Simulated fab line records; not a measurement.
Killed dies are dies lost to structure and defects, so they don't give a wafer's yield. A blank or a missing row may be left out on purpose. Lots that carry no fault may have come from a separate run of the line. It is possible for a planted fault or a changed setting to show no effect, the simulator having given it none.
fab line records ; flow nand_harc
[record] lots = 24; wafers = 72; last_day = 33
route steps=1302 shown A_CHANNEL_HOLE_D1@468 A_CHANNEL_FILL_D1@492 A_ONON_D2@548 A_CHANNEL_HOLE_D2@571
lots that met no fault: taken from a fault-free run of the same line
start_h: hours from the record's opening day to when the first of the lot's shown wafers began ; wait_h: hours since the lot's step before ; " as in the row above ; L1.1+2: a row that stands for several wafers ; - value missing, or start not given ; * or withheld: withheld ; < > ~ a bound
route shown NAME@n: names a module that has steps shown in the file, with the first one's number in the route ; usual: mean/standard deviation taken from wafers without a fault ; same: alike in all rows ; chamber/n: place in a boat ; sites: each site's reading ; _std_site: standard deviation of those values ; _edge_site: inner sites' mean taken away from outer sites' mean ; radius_mm: how far each site lies from the wafer's centre ; mask NAME#n: copy n ; behind: tool/chamber where the wafer was last shaped ; hold: what put the lot on hold/how long, in hours/how the hold closed ; device: whichever transistor did not switch (one of n, p or np) ; end of line: the same wafers' tests at the end of the route ; step lacking rows: just its recipe ; killed: at the first sort, the dies lost to defects and structure; wafer yield is something else ; map: the dies of a wafer, with x for killed, . for not killed, _ for no die there
set.NAME: the setting that was run; set.NAME@STEP: the one run at that earlier step ; model.NAME: the simulator's own value behind a step, which no gauge read
a sample of lots followed through the steps of the route, with each step as a table and each wafer as a row
services: a tool's chamber out of use, with start hour (start_h, from the record's first day; less than 0 if before it), hours out, and reason
[[steps]]
[step NHARC_A_CHANNEL_HOLE_D1_ETCH_34]
[recipe] target_depth_a = 1540; time_s = 77; cf4_flow_sccm = 100; chf3_flow_sccm = 30; ar_flow_sccm = 0; rf_w = 500; bias_w = 200; chemistry = CF4/CHF3
[usual] drypump_motor_current_A = 5.8/0.48; oes_product_au = 0.951/0.023; rf_vpp_V = 371.1/1.4; showerhead_plenum_p_Torr = 1.59/0.036; throttle_valve_pct = 16.803/0.0082
lot.wafer;tool;chamber;start_h;wait_h;drypump_motor_current_A;oes_product_au;rf_hours_counter_h;rf_vpp_V;showerhead_plenum_p_Torr;throttle_valve_pct
L075.2;rie_diel-07;2;-;-;6.6;0.912;5;371.9;1.59;16.799
L075.3;rie_diel-07;3;-;-;5.9;0.917;5;372.3;1.60;16.809
L075.5;rie_diel-07;0;-;-;5.5;0.942;-;371.8;1.62;16.816
L074.3;rie_diel-09;2;-;-;5.5;0.973;14;370.9;1.61;16.806
L074.2;rie_diel-09;3;-;-;6.6;0.980;12;374.0;1.65;16.792
L074.4;rie_diel-09;0;-;-;5.3;0.995;13;372.1;1.59;16.817
L076.1;rie_diel-12;1;-;-;6.1;0.977;21;369.2;1.55;16.793
L076.5;rie_diel-12;3;-;-;5.3;0.971;-;369.0;1.57;16.809
L076.6;rie_diel-12;0;-;-;6.7;0.989;-;367.3;1.50;16.799
L077.1;rie_diel-07;2;-;-;6.6;0.929;8;370.4;1.59;16.789
L077.6;rie_diel-07;2;-;-;6.5;0.929;-;371.5;1.59;16.801
L077.5;rie_diel-07;3;-;-;5.9;0.913;-;371.4;1.60;16.804
L078.2;rie_diel-07;2;-;-;6.6;0.953;8;370.6;1.59;16.811
L078.4;rie_diel-07;3;-;-;5.9;0.939;8;371.1;1.60;16.803
L078.5;rie_diel-07;3;-;-;5.9;0.944;-;371.1;1.60;16.813
L080.3;rie_diel-07;3;-;-;5.9;0.963;9;370.6;1.60;16.802
L080.4;rie_diel-07;0;-;-;5.5;0.976;9;372.1;1.62;16.801
L080.6;rie_diel-07;1;-;-;5.4;0.955;-;372.0;1.59;16.808
L079.2;rie_diel-12;3;-;-;5.3;0.956;34;370.2;1.56;16.815
L079.4;rie_diel-12;1;-;-;6.2;0.961;29;370.2;1.55;16.792
L079.5;rie_diel-12;3;-;-;5.3;0.955;-;370.2;1.56;16.808
L081.4;rie_diel-09;3;-;-;6.6;0.975;32;372.5;1.64;16.805
L081.5;rie_diel-09;1;-;-;5.5;0.949;-;371.8;1.65;16.799
L081.6;rie_diel-09;2;-;-;5.5;0.993;-;373.0;1.61;16.808
L082.1;rie_diel-07;0;-;-;5.5;0.933;12;372.5;1.62;16.799
L082.4;rie_diel-07;2;-;-;6.6;0.910;12;371.5;1.59;16.790
L082.5;rie_diel-07;0;-;-;5.6;0.928;-;372.8;1.62;16.790
L083.1;rie_diel-07;0;-;-;5.5;0.926;12;371.4;1.62;16.797
L083.2;rie_diel-07;3;-;-;5.9;0.914;12;370.9;1.60;16.813
L083.6;rie_diel-07;1;-;-;5.4;0.928;-;371.0;1.59;16.800
L084.2;rie_diel-07;1;-;-;5.4;0.931;14;370.3;1.59;16.791
L084.3;rie_diel-07;2;-;-;6.6;0.916;14;372.7;1.59;16.795
L084.4;rie_diel-07;3;-;-;5.9;0.907;13;371.3;1.60;16.802
L085.1;rie_diel-07;0;-;-;5.5;0.933;14;373.3;1.62;16.805
L085.4;rie_diel-07;1;-;-;5.4;0.925;15;371.9;1.59;16.792
L085.5;rie_diel-07;2;-;-;6.6;0.918;-;370.1;1.59;16.809
L086.2;rie_diel-12;3;-;-;5.3;0.938;3;369.7;1.56;16.800
L086.1;rie_diel-12;0;-;-;6.7;0.952;3;368.3;1.49;16.805
L086.5;rie_diel-12;3;-;-;5.3;0.939;-;370.6;1.56;16.788
L087.3;rie_diel-07;2;-;-;6.5;0.975;0;370.7;1.59;16.804
L087.2;rie_diel-07;3;-;-;5.9;0.970;0;370.9;1.60;16.803
L087.1;rie_diel-07;1;-;-;5.4;0.974;0;370.4;1.59;16.800
L088.4;rie_diel-07;0;-;-;5.6;0.946;2;372.2;1.62;16.811
L088.3;rie_diel-07;1;-;-;5.4;0.956;2;371.1;1.59;16.803
L088.1;rie_diel-07;3;-;-;5.9;0.931;3;371.3;1.59;16.793
L089.3;rie_diel-07;1;-;-;5.4;0.976;3;371.0;1.59;16.811
L089.2;rie_diel-07;3;-;-;5.9;0.950;3;372.9;1.59;16.819
L089.1;rie_diel-07;0;-;-;5.5;0.975;3;372.4;1.62;16.808
L090.4;rie_diel-12;0;-;-;6.7;0.946;20;367.0;1.49;16.806
L090.1;rie_diel-12;1;-;-;6.1;0.966;15;370.0;1.54;16.808
L090.3;rie_diel-12;2;-;-;5.8;0.988;15;369.8;1.55;16.809
L091.3;rie_diel-09;3;-;-;6.6;0.964;11;372.4;1.63;16.794
L091.1;rie_diel-09;1;-;-;5.6;0.974;4;371.8;1.64;16.798
L091.5;rie_diel-09;3;-;-;6.6;0.965;-;373.1;1.64;16.791
L092.2;rie_diel-07;1;-;-;5.4;0.945;5;371.7;1.59;16.807
L092.1;rie_diel-07;2;-;-;6.6;0.944;4;370.1;1.59;16.806
L092.4;rie_diel-07;0;-;-;5.5;0.943;5;372.2;1.62;16.799
L093.1;rie_diel-09;1;-;-;5.5;0.955;6;372.5;1.64;16.810
L093.3;rie_diel-09;2;-;-;5.5;0.960;10;370.9;1.60;16.804
L093.5;rie_diel-09;1;-;-;5.5;0.963;-;373.8;1.64;16.809
L094.4;rie_diel-12;3;-;-;5.4;0.965;44;371.2;1.55;16.810
L094.1;rie_diel-12;1;-;-;6.1;0.959;33;369.9;1.54;16.808
L094.5;rie_diel-12;3;-;-;5.3;0.970;-;369.5;1.55;16.801
L095.4;rie_diel-07;3;-;-;5.9;0.957;7;370.2;1.59;16.795
L095.3;rie_diel-07;0;-;-;5.5;0.996;6;371.8;1.62;16.810
L095.1;rie_diel-07;2;-;-;6.6;0.958;6;370.7;1.59;16.813
L096.2;rie_diel-07;3;-;-;5.9;0.906;7;372.4;1.59;16.812
L096.3;rie_diel-07;0;-;-;5.6;0.947;7;372.0;1.62;16.810
L096.1;rie_diel-07;2;-;-;6.5;0.922;6;371.1;1.59;16.815
L097.1;rie_diel-07;1;-;-;5.4;0.933;8;370.7;1.59;16.801
L097.5;rie_diel-07;0;-;-;5.5;0.931;-;372.7;1.62;16.804
L097.6;rie_diel-07;1;-;-;5.4;0.939;-;373.1;1.59;16.814
[step NHARC_A_CHANNEL_FILL_D1_ALD_02]
[recipe] target_thk_a = 60; pulse_time_s = 10; ald_cycles = 60; temp_c = 300; material = SiO2
[usual] heater_power_w = 493/45; precursor_pulse_height_rel = 1.000/0.02
lot.wafer;tool;chamber;start_h;wait_h;heater_power_w;precursor_pulse_height_rel
L075.2;ald_hk-04;3;194.63;-;460;0.997
L075.3;ald_hk-04;1;194.63;-;480;0.972
L075.5;ald_hk-04;3;194.63;-;463;0.987
L074.3;ald_hk-03;1;196.93;-;429;1.011
L074.2;ald_hk-03;2;196.93;-;501;0.990
L074.4;ald_hk-03;0;196.93;-;482;1.007
L076.1;ald_hk-03;1;207.93;-;434;1.025
L076.6;ald_hk-03;2;207.93;-;500;0.982
L076.5;ald_hk-03;3;207.93;-;475;1.007
L077.1;ald_hk-02;0;229.42;-;578;0.980
L077.6;ald_hk-02;0;229.42;-;569;0.992
L077.5;ald_hk-02;1;229.42;-;511;1.020
L078.2;ald_hk-02;3;233.62;-;496;1.011
L078.4;ald_hk-02;1;233.62;-;505;1.028
L078.5;ald_hk-02;0;233.62;-;573;1.034
L080.3;ald_hk-03;3;241.07;-;496;1.011
L080.4;ald_hk-03;0;241.07;-;485;1.017
L080.6;ald_hk-03;2;241.07;-;502;1.013
L079.2;ald_hk-04;1;241.58;-;485;1.026
L079.4;ald_hk-04;2;241.58;-;474;0.973
L079.5;ald_hk-04;1;241.58;-;487;0.971
L081.4;ald_hk-03;0;264.43;-;476;0.972
L081.6;ald_hk-03;1;264.43;-;427;1.027
L081.5;ald_hk-03;2;264.43;-;504;1.010
L082.1;ald_hk-02;3;275.14;-;498;0.999
L082.4;ald_hk-02;2;275.14;-;456;0.984
L082.5;ald_hk-02;0;275.14;-;569;0.983
L083.2;ald_hk-04;2;286.49;-;457;0.988
L083.1;ald_hk-04;0;286.49;-;594;0.989
L083.6;ald_hk-04;3;286.49;-;451;0.962
L084.2;ald_hk-02;2;294.78;-;464;1.004
L084.4;ald_hk-02;3;294.78;-;504;0.979
L084.3;ald_hk-02;0;294.78;-;570;0.991
L085.4;ald_hk-03;0;302.08;-;497;0.970
L085.1;ald_hk-03;1;302.08;-;422;1.002
L085.5;ald_hk-03;0;302.08;-;481;1.031
L086.2;ald_hk-03;3;303.07;-;499;0.953
L086.1;ald_hk-03;0;303.07;-;484;1.004
L086.5;ald_hk-03;3;303.07;-;494;1.022
L087.3;ald_hk-02;0;311.11;-;571;1.001
L087.1;ald_hk-02;2;311.11;-;456;1.019
L087.2;ald_hk-02;3;311.11;-;482;1.015
L088.1;ald_hk-03;1;337.51;-;432;0.983
L088.3;ald_hk-03;3;337.51;-;488;0.980
L088.4;ald_hk-03;0;337.51;-;492;0.974
L089.3;ald_hk-03;3;347.22;-;494;1.022
L089.1;ald_hk-03;0;347.22;-;479;1.036
L089.2;ald_hk-03;2;347.22;-;488;1.005
L090.3;ald_hk-03;2;349.69;-;495;0.986
L090.4;ald_hk-03;3;349.69;-;496;0.989
L090.1;ald_hk-03;0;349.69;-;492;1.008
L091.3;ald_hk-03;0;363.95;-;484;0.998
L091.1;ald_hk-03;1;363.95;-;423;0.999
L091.5;ald_hk-03;2;363.95;-;487;0.999
L092.2;ald_hk-04;3;364.31;-;458;0.998
L092.4;ald_hk-04;0;364.31;-;597;0.998
L092.1;ald_hk-04;1;364.31;-;482;0.989
L093.1;ald_hk-03;2;370.75;-;502;1.010
L093.3;ald_hk-03;3;370.75;-;488;1.002
L093.5;ald_hk-03;0;370.75;-;482;0.985
L094.1;ald_hk-04;0;403.81;0.2;581;1.011
L094.4;ald_hk-04;1;403.81;0.2;479;0.970
L094.5;ald_hk-04;3;403.81;0.2;468;0.976
L095.4;ald_hk-03;2;405.41;0.1;541;1.026
L095.3;ald_hk-03;3;405.41;0.1;469;0.960
L095.1;ald_hk-03;1;405.41;0.1;418;1.035
L096.1;ald_hk-04;3;412.74;-;461;0.976
L096.2;ald_hk-04;1;412.74;-;472;1.005
L096.3;ald_hk-04;2;412.74;-;446;1.012
L097.1;ald_hk-04;0;416.34;-;586;0.968
L097.6;ald_hk-04;3;416.34;-;463;0.967
L097.5;ald_hk-04;0;416.34;-;593;0.966
[step NHARC_A_CHANNEL_FILL_D1_ALD_14]
[recipe] target_thk_a = 25; pulse_time_s = 10; ald_cycles = 25; temp_c = 300; material = SiO2
[usual] heater_power_w = 493/48; precursor_pulse_height_rel = 1.002/0.019
lot.wafer;tool;chamber;start_h;wait_h;heater_power_w;precursor_pulse_height_rel
L075.3;ald_hk-02;0;201.69;0.1;575;1.004
L075.2;ald_hk-02;1;201.69;0.1;505;0.974
L075.5;ald_hk-02;0;201.69;0.1;570;1.035
L074.4;ald_hk-02;2;205.28;0.0;450;1.004
L074.2;ald_hk-02;3;205.28;0.0;488;1.004
L074.3;ald_hk-02;1;205.28;0.0;518;0.990
L076.1;ald_hk-02;2;216.34;0.2;447;0.986
L076.6;ald_hk-02;3;216.34;0.2;490;0.987
L076.5;ald_hk-02;0;216.34;0.2;562;1.017
L077.1;ald_hk-03;2;236.46;0.0;498;1.026
L077.5;ald_hk-03;2;236.46;0.0;497;0.985
L077.6;ald_hk-03;3;236.46;0.0;477;0.964
L078.4;ald_hk-04;1;240.64;0.0;487;1.003
L078.2;ald_hk-04;2;240.64;0.0;469;0.977
L078.5;ald_hk-04;1;240.64;0.0;499;1.022
L080.3;ald_hk-02;2;247.98;0.0;441;0.972
L080.4;ald_hk-02;1;247.98;0.0;525;0.994
L080.6;ald_hk-02;2;247.98;0.0;448;1.045
L079.4;ald_hk-04;3;248.06;0.1;466;0.982
L079.2;ald_hk-04;0;248.06;0.1;590;1.020
L079.5;ald_hk-04;1;248.06;0.1;487;0.992
L081.4;ald_hk-04;2;271.39;0.2;450;0.996
L081.5;ald_hk-04;2;271.39;0.2;439;0.980
L081.6;ald_hk-04;3;271.39;0.2;449;0.996
L082.4;ald_hk-02;2;282.10;0.0;457;1.005
L082.1;ald_hk-02;1;282.10;0.0;513;1.020
L082.5;ald_hk-02;3;282.10;0.0;508;0.977
L083.2;ald_hk-04;0;293.51;0.1;588;1.000
L083.1;ald_hk-04;2;293.51;0.1;454;1.003
L083.6;ald_hk-04;0;293.51;0.1;602;1.000
L084.2;ald_hk-04;1;301.86;0.1;474;0.979
L084.4;ald_hk-04;2;301.86;0.1;451;0.996
L084.3;ald_hk-04;3;301.86;0.1;457;0.999
L085.4;ald_hk-03;2;309.04;0.0;475;1.018
L085.1;ald_hk-03;1;309.04;0.0;436;0.996
L085.5;ald_hk-03;2;309.04;0.0;491;0.966
L086.2;ald_hk-02;3;309.08;0.1;488;1.026
L086.1;ald_hk-02;0;309.08;0.1;567;1.001
L086.5;ald_hk-02;3;309.08;0.1;509;1.003
L087.2;ald_hk-03;0;318.05;0.0;481;1.023
L087.3;ald_hk-03;1;318.05;0.0;436;1.034
L087.1;ald_hk-03;3;318.05;0.0;495;1.011
L088.3;ald_hk-03;0;344.60;0.1;484;1.006
L088.1;ald_hk-03;1;344.60;0.1;431;1.026
L088.4;ald_hk-03;2;344.60;0.1;497;1.018
L090.4;ald_hk-03;1;354.94;0.7;426;1.015
L090.1;ald_hk-03;2;354.94;0.7;489;1.023
L090.3;ald_hk-03;3;354.94;0.7;492;0.994
L089.2;ald_hk-03;2;355.16;0.9;498;0.985
L089.3;ald_hk-03;3;355.16;0.9;501;0.959
L089.1;ald_hk-03;0;355.16;0.9;484;1.004
L091.3;ald_hk-04;0;370.85;0.1;604;1.036
L091.1;ald_hk-04;2;370.85;0.1;453;0.983
L091.5;ald_hk-04;0;370.85;0.1;590;1.006
L092.1;ald_hk-04;3;371.03;0.3;472;1.030
L092.4;ald_hk-04;1;371.03;0.3;472;1.015
L092.2;ald_hk-04;2;371.03;0.3;457;0.968
L093.3;ald_hk-04;0;377.64;0.0;613;1.006
L093.1;ald_hk-04;1;377.64;0.0;475;1.007
L093.5;ald_hk-04;1;377.64;0.0;467;0.987
L094.4;ald_hk-04;0;410.81;0.1;611;1.000
L094.1;ald_hk-04;1;410.81;0.1;474;1.010
L094.5;ald_hk-04;0;410.81;0.1;608;0.959
L095.1;ald_hk-04;2;411.03;0.3;450;1.014
L095.4;ald_hk-04;3;411.03;0.3;459;1.006
L095.3;ald_hk-04;0;411.03;0.3;586;1.000
L096.1;ald_hk-03;3;419.79;0.1;479;0.981
L096.2;ald_hk-03;0;419.79;0.1;493;0.957
L096.3;ald_hk-03;1;419.79;0.1;422;0.998
L097.1;ald_hk-03;1;423.26;0.1;440;0.993
L097.6;ald_hk-03;0;423.26;0.1;485;1.023
L097.5;ald_hk-03;1;423.26;0.1;435;1.040
[step NHARC_A_ONON_D2_THK_MEAS_05]
[recipe] thk_meas_gauge = ellipsometry
[usual] thk_nm = 1000/8.8
lot.wafer;tool;chamber;start_h;wait_h;thk_nm
L075.2;film_metro-01;-;277.73;-;1007
L075.3;film_metro-01;-;277.73;-;1005
L075.5;film_metro-01;-;277.73;-;1004
L074.2;film_metro-01;-;282.55;-;995
L074.3;film_metro-01;-;282.55;-;994
L074.4;film_metro-01;-;282.55;-;994
L076.1;film_metro-01;-;292.44;-;1001
L076.5;film_metro-01;-;292.44;-;1004
L076.6;film_metro-01;-;292.44;-;1004
L078.2;film_metro-01;-;315.36;-;1007
L078.4;film_metro-01;-;315.36;-;1004
L078.5;film_metro-01;-;315.36;-;1005
L077.1;film_metro-01;-;315.49;-;1005
L077.5;film_metro-01;-;315.49;-;1003
L077.6;film_metro-01;-;315.49;-;1006
L080.3;film_metro-01;-;321.22;-;996
L080.4;film_metro-01;-;321.22;-;994
L080.6;film_metro-01;-;321.22;-;996
L079.2;film_metro-02;-;321.24;-;1014
L079.4;film_metro-02;-;321.24;-;1014
L079.5;film_metro-02;-;321.24;-;1015
L081.4;film_metro-01;-;346.98;-;1001
L081.5;film_metro-01;-;346.98;-;1001
L081.6;film_metro-01;-;346.98;-;1001
L082.1;film_metro-01;-;359.68;-;991
L082.4;film_metro-01;-;359.68;-;990
L082.5;film_metro-01;-;359.68;-;991
L083.1;film_metro-01;-;372.48;-;1006
L083.2;film_metro-01;-;372.48;-;1006
L083.6;film_metro-01;-;372.48;-;1006
L084.2;film_metro-01;-;380.06;-;986
L084.3;film_metro-01;-;380.06;-;987
L084.4;film_metro-01;-;380.06;-;987
L086.1;film_metro-01;-;385.19;-;984
L086.2;film_metro-01;-;385.19;-;986
L086.5;film_metro-01;-;385.19;-;984
L085.1;film_metro-01;-;395.22;-;992
L085.4;film_metro-01;-;395.22;-;993
L085.5;film_metro-01;-;395.22;-;991
L087.1;film_metro-02;-;403.25;-;988
L087.2;film_metro-02;-;403.25;-;986
L087.3;film_metro-02;-;403.25;-;986
L088.1;film_metro-02;-;425.46;-;1012
L088.3;film_metro-02;-;425.46;-;1012
L088.4;film_metro-02;-;425.46;-;1013
L090.1;film_metro-01;-;433.41;-;1017
L090.3;film_metro-01;-;433.41;-;1019
L090.4;film_metro-01;-;433.41;-;1018
L089.1;film_metro-01;-;433.43;-;1008
L089.2;film_metro-01;-;433.43;-;1008
L089.3;film_metro-01;-;433.43;-;1008
L092.1;film_metro-01;-;447.16;-;1000
L092.2;film_metro-01;-;447.16;-;999
L092.4;film_metro-01;-;447.16;-;1001
L091.1;film_metro-01;-;449.73;-;1006
L091.3;film_metro-01;-;449.73;-;1007
L091.5;film_metro-01;-;449.73;-;1006
L093.1;film_metro-02;-;454.95;-;994
L093.3;film_metro-02;-;454.95;-;995
L093.5;film_metro-02;-;454.95;-;995
L094.1;film_metro-01;-;484.48;-;1006
L094.4;film_metro-01;-;484.48;-;1005
L094.5;film_metro-01;-;484.48;-;1004
L095.1;film_metro-02;-;484.50;-;997
L095.3;film_metro-02;-;484.50;-;998
L095.4;film_metro-02;-;484.50;-;997
L097.1;film_metro-01;-;497.46;-;1000
L097.5;film_metro-01;-;497.46;-;1001
L097.6;film_metro-01;-;497.46;-;999
L096.1;film_metro-02;-;497.47;-;991
L096.2;film_metro-02;-;497.47;-;991
L096.3;film_metro-02;-;497.47;-;989
[step NHARC_A_ONON_D2_THK_MEAS_27]
[recipe] thk_meas_gauge = ellipsometry
[usual] thk_nm = 1001/9.4
lot.wafer;tool;chamber;start_h;wait_h;thk_nm
L075.2;film_metro-02;-;288.86;-;995
L075.3;film_metro-02;-;288.86;-;991
L075.5;film_metro-02;-;288.86;-;992
L074.2;film_metro-01;-;293.69;-;1002
L074.3;film_metro-01;-;293.69;-;1000
L074.4;film_metro-01;-;293.69;-;1003
L076.1;film_metro-01;-;303.88;-;1001
L076.5;film_metro-01;-;303.88;-;999
L076.6;film_metro-01;-;303.88;-;1000
L077.1;film_metro-02;-;326.22;-;1022
L077.5;film_metro-02;-;326.22;-;1024
L077.6;film_metro-02;-;326.22;-;1023
L078.2;film_metro-01;-;326.22;-;988
L078.4;film_metro-01;-;326.22;-;985
L078.5;film_metro-01;-;326.22;-;988
L079.2;film_metro-01;-;331.95;-;1009
L079.4;film_metro-01;-;331.95;-;1008
L079.5;film_metro-01;-;331.95;-;1007
L080.3;film_metro-02;-;331.96;-;1008
L080.4;film_metro-02;-;331.96;-;1009
L080.6;film_metro-02;-;331.96;-;1008
L081.4;film_metro-02;-;357.77;-;1003
L081.5;film_metro-02;-;357.77;-;1003
L081.6;film_metro-02;-;357.77;-;1001
L082.1;film_metro-02;-;370.85;-;1007
L082.4;film_metro-02;-;370.85;-;1006
L082.5;film_metro-02;-;370.85;-;1008
L083.1;film_metro-01;-;383.22;-;1009
L083.2;film_metro-01;-;383.22;-;1011
L083.6;film_metro-01;-;383.22;-;1009
L084.2;film_metro-01;-;391.34;-;1003
L084.3;film_metro-01;-;391.34;-;1005
L084.4;film_metro-01;-;391.34;-;1004
L086.1;film_metro-02;-;395.98;-;998
L086.2;film_metro-02;-;395.98;-;996
L086.5;film_metro-02;-;395.98;-;998
L085.1;film_metro-01;-;406.01;-;994
L085.4;film_metro-01;-;406.01;-;994
L085.5;film_metro-01;-;406.01;-;996
L087.1;film_metro-01;-;414.07;-;1001
L087.2;film_metro-01;-;414.07;-;1001
L087.3;film_metro-01;-;414.07;-;1000
L088.1;film_metro-01;-;436.64;-;1006
L088.3;film_metro-01;-;436.64;-;1006
L088.4;film_metro-01;-;436.64;-;1006
L090.1;film_metro-01;-;444.57;-;1013
L090.3;film_metro-01;-;444.57;-;1010
L090.4;film_metro-01;-;444.57;-;1011
L089.1;film_metro-01;-;444.58;-;999
L089.2;film_metro-01;-;444.58;-;1000
L089.3;film_metro-01;-;444.58;-;998
L092.1;film_metro-01;-;457.95;-;987
L092.2;film_metro-01;-;457.95;-;985
L092.4;film_metro-01;-;457.95;-;988
L091.1;film_metro-02;-;458.30;-;1002
L091.3;film_metro-02;-;458.30;-;1001
L091.5;film_metro-02;-;458.30;-;1004
L093.1;film_metro-01;-;465.73;-;1005
L093.3;film_metro-01;-;465.73;-;1005
L093.5;film_metro-01;-;465.73;-;1003
L095.1;film_metro-02;-;495.59;-;1009
L095.3;film_metro-02;-;495.59;-;1010
L095.4;film_metro-02;-;495.59;-;1013
L094.1;film_metro-01;-;495.60;-;996
L094.4;film_metro-01;-;495.60;-;996
L094.5;film_metro-01;-;495.60;-;994
L097.1;film_metro-02;-;509.05;-;976
L097.5;film_metro-02;-;509.05;-;975
L097.6;film_metro-02;-;509.05;-;976
L096.1;film_metro-01;-;509.10;-;1003
L096.2;film_metro-01;-;509.10;-;1001
L096.3;film_metro-01;-;509.10;-;1003
[step NHARC_A_CHANNEL_HOLE_D2_DEP_01]
[recipe] target_thk_a = 1400; target_thk_nm = 140; temp_c = 400; pressure_torr = 3.5; flow_sccm = 200; rf_w = 350; material = SiON
[usual] heater_power_w = 752/91
lot.wafer;tool;chamber;start_h;wait_h;heater_power_w
L075.3;pecvd-01;1;294.04;1.0;713
L075.2;pecvd-01;2;294.04;1.0;725
L075.5;pecvd-01;0;294.04;1.0;892
L074.3;pecvd-02;0;300.12;0.9;777
L074.2;pecvd-02;2;300.12;0.9;668
L074.4;pecvd-02;1;300.12;0.9;553
L076.1;pecvd-03;1;307.55;1.6;684
L076.5;pecvd-03;2;307.55;1.6;870
L076.6;pecvd-03;0;307.55;1.6;693
L078.2;pecvd-01;2;333.21;1.3;779
L078.4;pecvd-01;1;333.21;1.3;793
L078.5;pecvd-01;0;333.21;1.3;922
L077.1;pecvd-02;0;333.23;1.7;792
L077.5;pecvd-02;1;333.23;1.7;551
L077.6;pecvd-02;0;333.23;1.7;828
L079.2;pecvd-01;1;336.39;1.4;777
L079.4;pecvd-01;1;336.39;1.4;768
L079.5;pecvd-01;0;336.39;1.4;884
L080.4;pecvd-01;0;337.12;0.7;833
L080.3;pecvd-01;1;337.12;0.7;795
L080.6;pecvd-01;0;337.12;0.7;845
L081.6;pecvd-03;0;360.99;0.1;730
L081.4;pecvd-03;1;360.99;0.1;678
L081.5;pecvd-03;2;360.99;0.1;865
L082.1;pecvd-01;2;373.94;1.6;729
L082.5;pecvd-01;0;373.94;1.6;801
L082.4;pecvd-01;1;373.94;1.6;777
L083.1;pecvd-02;2;392.54;1.6;778
L083.2;pecvd-02;1;392.54;1.6;631
L083.6;pecvd-02;0;392.54;1.6;896
L084.3;pecvd-03;0;397.92;1.0;697
L084.2;pecvd-03;1;397.92;1.0;559
L084.4;pecvd-03;2;397.92;1.0;742
L086.1;pecvd-01;1;401.72;1.6;750
L086.2;pecvd-01;0;401.72;1.6;893
L086.5;pecvd-01;0;401.72;1.6;901
L085.1;pecvd-03;1;409.19;1.7;606
L085.4;pecvd-03;0;409.19;1.7;754
L085.5;pecvd-03;1;409.19;1.7;626
L087.2;pecvd-03;0;417.17;1.3;678
L087.3;pecvd-03;1;417.17;1.3;595
L087.1;pecvd-03;2;417.17;1.3;829
L088.1;pecvd-01;1;441.32;1.7;731
L088.3;pecvd-01;2;441.32;1.7;748
L088.4;pecvd-01;0;441.32;1.7;718
L090.1;pecvd-01;2;447.70;1.6;760
L090.3;pecvd-01;1;447.70;1.6;777
L090.4;pecvd-01;2;447.70;1.6;766
L089.2;pecvd-01;1;447.87;1.5;767
L089.1;pecvd-01;2;447.87;1.5;813
L089.3;pecvd-01;0;447.87;1.5;885
L092.1;pecvd-01;2;463.74;1.6;751
L092.2;pecvd-01;0;463.74;1.6;811
L092.4;pecvd-01;0;463.74;1.6;804
L091.3;pecvd-01;1;467.46;1.0;723
L091.1;pecvd-01;2;467.46;1.0;666
L091.5;pecvd-01;2;467.46;1.0;677
L093.3;pecvd-02;2;471.71;1.0;745
L093.1;pecvd-02;0;471.71;1.0;822
L093.5;pecvd-02;1;471.71;1.0;535
L095.1;pecvd-03;1;498.71;1.6;642
L095.3;pecvd-03;2;498.71;1.6;814
L095.4;pecvd-03;2;498.71;1.6;855
L094.1;pecvd-02;0;498.96;1.6;819
L094.5;pecvd-02;0;498.96;1.6;810
L094.4;pecvd-02;1;498.96;1.6;610
L097.1;pecvd-01;2;512.61;1.6;838
L097.6;pecvd-01;1;512.61;1.6;650
L097.5;pecvd-01;2;512.61;1.6;669
L096.2;pecvd-03;2;514.25;1.3;845
L096.3;pecvd-03;0;514.25;1.3;791
L096.1;pecvd-03;1;514.25;1.3;557
[[services]]
tool;chamber;start_h;hours;kind
ald_hk-02;-;177.93;10.0;pm
pecvd-03;-;185.00;13.0;pm
pecvd-01;1;191.63;22.7;repair
ald_hk-03;-;212.19;10.0;pm
pecvd-01;-;213.82;0.9;repair
pecvd-01;0;228.81;4.1;repair
rie_diel-07;3;242.33;4.4;repair
ald_hk-03;-;242.64;1.6;repair
ald_hk-04;-;257.02;10.0;pm
rie_diel-07;-;294.26;9.0;pm
ald_hk-02;-;307.15;0.7;repair
pecvd-01;-;311.20;13.0;pm
rie_diel-07;2;333.61;8.0;repair
pecvd-01;2;334.70;9.5;repair
rie_diel-07;-;342.37;0.6;repair
rie_diel-07;-;361.37;0.7;repair
pecvd-03;-;366.00;13.0;pm
ald_hk-03;-;390.19;10.0;pm
rie_diel-07;3;427.06;7.1;repair
rie_diel-07;2;442.55;3.9;repair
rie_diel-07;-;471.26;9.0;pm
pecvd-03;-;475.02;1.0;repair
rie_diel-07;3;484.98;10.3;repair
pecvd-01;-;492.20;13.0;pm
[[key]]
fault none
